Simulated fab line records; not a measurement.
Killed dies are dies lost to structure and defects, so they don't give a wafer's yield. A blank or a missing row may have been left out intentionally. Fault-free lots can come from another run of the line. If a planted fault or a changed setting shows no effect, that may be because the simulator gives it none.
The tool behind it: which one? / flow nand_harc / 12 lots, 36 wafers sampled, at 2 steps of a route of 1302

## WHAT THE GAUGES SHOWED, per wafer
NHARC_P_M2_THK_MEAS_24: measures by xrf.
lot=L075; measured=day 7 01:34; on=film_metro-01; thk_nm (nm)=145.8 146.8 144.2
lot=L077; measured=day 7 20:11; on=film_metro-02; thk_nm (nm)=142.3 145.9 144.8
lot=L078; measured=day 8 15:01; on=film_metro-02; thk_nm (nm)=144.2 144.7 142.3
lot=L081; measured=day 9 14:13; on=film_metro-02; thk_nm (nm)=144.4 145.4 142.5
lot=L083; measured=day 10 07:17; on=film_metro-01; thk_nm (nm)=143.3 144.6 143.1
lot=L085; measured=day 11 06:01; on=film_metro-02; thk_nm (nm)=143.2 143.5 145.9
lot=L087; measured=day 11 17:02; on=film_metro-02; thk_nm (nm)=146.6 144.7 143.7
lot=L088; measured=day 12 13:48; on=film_metro-02; thk_nm (nm)=143.6 142.4 141.7
lot=L091; measured=day 13 12:59; on=film_metro-01; thk_nm (nm)=143.1 144.4 144.1
lot=L093; measured=day 14 06:38; on=film_metro-01; thk_nm (nm)=145.0 145.2 146.1
lot=L095; measured=day 15 09:53; on=film_metro-01; thk_nm (nm)=142.5 144.7 145.4
lot=L097; measured=day 16 03:18; on=film_metro-02; thk_nm (nm)=145.4 142.4 147.6

## WHAT TOOL EACH LOT RAN ON (gives the tool, then ch and the chambers of the sampled wafers, and finally the start)
lot=L075; NHARC_P_M2_ANNEAL_31=rtp_anneal-02 ch 0, day 7 00:58
lot=L077; NHARC_P_M2_ANNEAL_31=rtp_anneal-01 ch 0, day 7 19:38
lot=L078; NHARC_P_M2_ANNEAL_31=rtp_anneal-02 ch 0, day 8 14:23
lot=L081; NHARC_P_M2_ANNEAL_31=rtp_anneal-02 ch 0, day 9 13:33
lot=L083; NHARC_P_M2_ANNEAL_31=rtp_anneal-02 ch 0, day 10 06:44
lot=L085; NHARC_P_M2_ANNEAL_31=rtp_anneal-02 ch 0, day 11 05:20
lot=L087; NHARC_P_M2_ANNEAL_31=rtp_anneal-01 ch 0, day 11 16:31
lot=L088; NHARC_P_M2_ANNEAL_31=rtp_anneal-01 ch 0, day 12 13:11
lot=L091; NHARC_P_M2_ANNEAL_31=rtp_anneal-02 ch 0, day 13 12:22
lot=L093; NHARC_P_M2_ANNEAL_31=rtp_anneal-01 ch 0, day 14 05:58
lot=L095; NHARC_P_M2_ANNEAL_31=rtp_anneal-01 ch 0, day 15 08:54
lot=L097; NHARC_P_M2_ANNEAL_31=rtp_anneal-01 ch 0, day 16 02:38
- NHARC_P_M2_ANNEAL_31: time 90 s.

## THE ANSWER, worked out from the rows above alone
Rule: usual is defined by the lots themselves. Put in order of their means at a reading, lots are off if they are a third of the lots or fewer, leave a main group of 4 or more, and stand apart from it by a gap of 3 or more times the standard deviation of the main group's means; of several such gaps the widest counts. The tables above print the reading to a certain number of digits; a main group whose means all agree to those digits is not used. A lot without any number at a reading at which 4 lots or more have one is off too. Any other lot the step has rows for is counted as sound.
None of the lots is off at any reading shown; this tells nothing.

## WHAT THE SIMULATOR PUT IN
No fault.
